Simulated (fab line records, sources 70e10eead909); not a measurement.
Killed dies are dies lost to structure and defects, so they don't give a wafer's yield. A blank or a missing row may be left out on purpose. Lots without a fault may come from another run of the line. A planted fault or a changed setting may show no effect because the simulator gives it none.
One fault seen from 2 desks | flow nand_harc | each desk has only its own numbers; what lay behind them comes last

THE DEFECT DESK
What the inspections along the route counted, lot by lot: means of the sampled wafers that have a number. A lot is out of limits, marked OUT, if its mean lies more than 4 standard deviations from the usual mean; the brackets give that distance.
Columns: A = raw_defect_count at NHARC_A_CHANNEL_HOLE_D1_INSPECT_40, usual 74
lot  | first seen here | A
L690 | day 8 18:32     | 95
L695 | day 10 19:01    | 98
L696 | day 11 04:59    | 71
L698 | day 12 08:14    | 52
L701 | day 13 09:02    | 98
L704 | day 14 23:04    | 60
L705 | day 15 01:05    | 103
L708 | day 16 01:55    | 61
L709 | day 17 04:03    | 59
L710 | day 17 19:34    | 77
L711 | day 17 20:50    | 60
L713 | day 18 11:35    | 49
This desk's finding: nothing out of limits on any of the 12 lots.

THE TOOL OWNER'S DESK: ald_hk-01
The tool's own readings at NHARC_A_CHANNEL_FILL_D1_ALD_25 (deposits SiOx, target thk 60 nm, pulse time 10 s, ald cycles 600): means of the sampled wafers that have a number, for each lot that ran on this tool. A lot is out of limits, marked OUT, if its mean lies more than 4 standard deviations from the usual mean; the brackets give that distance.
Columns: A = heater_power_w at NHARC_A_CHANNEL_FILL_D1_ALD_25, usual 467 W; B = precursor_pulse_height_rel at NHARC_A_CHANNEL_FILL_D1_ALD_25, usual 1.002
lot  | first seen here | A   | B
L695 | day 12 09:22    | 506 | 0.998
L696 | day 12 19:36    | 447 | 1.001
L704 | day 16 11:33    | 468 | 0.998
L710 | day 19 10:16    | 480 | 1.005
This desk's finding: nothing out of limits on any of the 4 lots.

PUT TOGETHER
The defect desk saw nothing out of limits.
The tool owner's desk saw nothing out of limits.

WHAT THE SIMULATOR HAD PUT IN
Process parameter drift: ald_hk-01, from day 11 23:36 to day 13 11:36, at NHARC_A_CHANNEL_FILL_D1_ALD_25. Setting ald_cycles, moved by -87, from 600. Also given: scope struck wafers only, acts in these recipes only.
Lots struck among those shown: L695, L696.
